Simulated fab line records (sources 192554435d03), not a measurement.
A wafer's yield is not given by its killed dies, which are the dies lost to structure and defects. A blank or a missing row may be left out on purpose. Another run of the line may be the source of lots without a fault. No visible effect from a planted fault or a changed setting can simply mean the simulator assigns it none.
Lot-split experiment | flow n5 finfet | 7 lots, 21 wafers read, on a route of 1938 steps

== THE SPLIT ==
At N5_HKMG_FIN_COAT_85 (time 60 s, resist thk 300 nm), the setting spin rpm was moved away from the recipe's 1500 rpm on 3 of the 21 wafers read, by -10.1% to +6.7%. The other wafers ran this setting at the recipe's value.

Reading taken at the split's own step.

== THE READING ==
SOC_of_HKMG_FIN_COAT_85.thk nm (the simulator's own value, which no gauge read), in nm, at N5_HKMG_FIN_COAT_85 (time 60 s, resist thk 300 nm). The file gives no usual value for it. The 18 wafers here that ran the recipe average 299.8 nm, standard deviation 0.86 nm.

wafer  | tool, chamber at the split | spin rpm as run, rpm | against the recipe | SOC_of_HKMG_FIN_COAT_85.thk nm, nm | against lot-mates on the recipe
L079.2 | litho track-02, 0          | 1500                 | recipe             | 298.6                              | -
L079.5 | litho track-02, 0          | 1600                 | +6.7%              | 290                                | -9.0
L079.6 | litho track-02, 0          | 1500                 | recipe             | 299.4                              | -
L081.1 | litho track-02, 0          | 1500                 | recipe             | 299                                | -
L081.3 | litho track-02, 0          | 1500                 | recipe             | 299                                | -
L081.5 | litho track-02, 0          | 1500                 | recipe             | 300.4                              | -
L083.1 | litho track-05, 0          | 1349                 | -10.1%             | 318.2                              | +16.6
L083.3 | litho track-05, 0          | 1349                 | -10.1%             | 318.2                              | +16.6
L083.4 | litho track-05, 0          | 1500                 | recipe             | 301.6                              | -
L084.2 | litho track-02, 0          | 1500                 | recipe             | 300.2                              | -
L084.5 | litho track-02, 0          | 1500                 | recipe             | 300                                | -
L084.6 | litho track-02, 0          | 1500                 | recipe             | 300.4                              | -
L091.2 | litho track-04, 0          | 1500                 | recipe             | 299.6                              | -
L091.4 | litho track-04, 0          | 1500                 | recipe             | 299.2                              | -
L091.6 | litho track-04, 0          | 1500                 | recipe             | 297.8                              | -
L094.1 | litho track-02, 0          | 1500                 | recipe             | 299.8                              | -
L094.2 | litho track-02, 0          | 1500                 | recipe             | 300                                | -
L094.3 | litho track-02, 0          | 1500                 | recipe             | 300.2                              | -
L095.1 | litho track-02, 0          | 1500                 | recipe             | 300.8                              | -
L095.2 | litho track-02, 0          | 1500                 | recipe             | 299.6                              | -
L095.3 | litho track-02, 0          | 1500                 | recipe             | 300.6                              | -

THE FIT
A straight line over all 21 wafers: SOC_of_HKMG_FIN_COAT_85.thk nm changes by -1.76 nm for each +1% of spin rpm; r = -0.99; the points scatter about the line by 0.96 nm.
The same after taking each lot's own level away (the mean of its wafers on the recipe; 21 wafers): -1.59 nm for each +1%; r = -0.99; scatter 0.62 nm.
The reading moves by 16 nm for the largest change in spin rpm, on that fit.
Across the lots, their own levels run from 298.87 to 301.60 nm, a range of 3.2 times the standard deviation given above.
Hence the slope depends on the lot-to-lot level, as the two fits are not the same.
Check: +15.8 nm against its lot-mates is what the line predicts for one of the wafers moved furthest among these (-10.1%) when that wafer is left out of the fit. Against them it came out at +16.6 nm.

== OTHER SPLITS ON THESE WAFERS ==
Note: prior to the reading, these wafers also went through further splits. Each is held against what the fit with the lots' levels taken away leaves over:
other split on the same wafers   | wafers away from the commonest value | r with SOC_of_HKMG_FIN_COAT_85.thk nm (lot level and that fit taken away)
N5_FIN_SAQP_EXPOSE_13 dose mj    | 8                                    | -0.02
N5_DUMMY_GATE_PECVD_30 time s    | 8                                    | +0.05
N5_HKMG_FIN_HK_ALD_01 ald cycles | 7                                    | -0.35

== THE FILE'S OWN FIT ==
SOC_of_HKMG_FIN_COAT_85.thk nm changes by -1.56 nm for each +1% of spin rpm, r = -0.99.
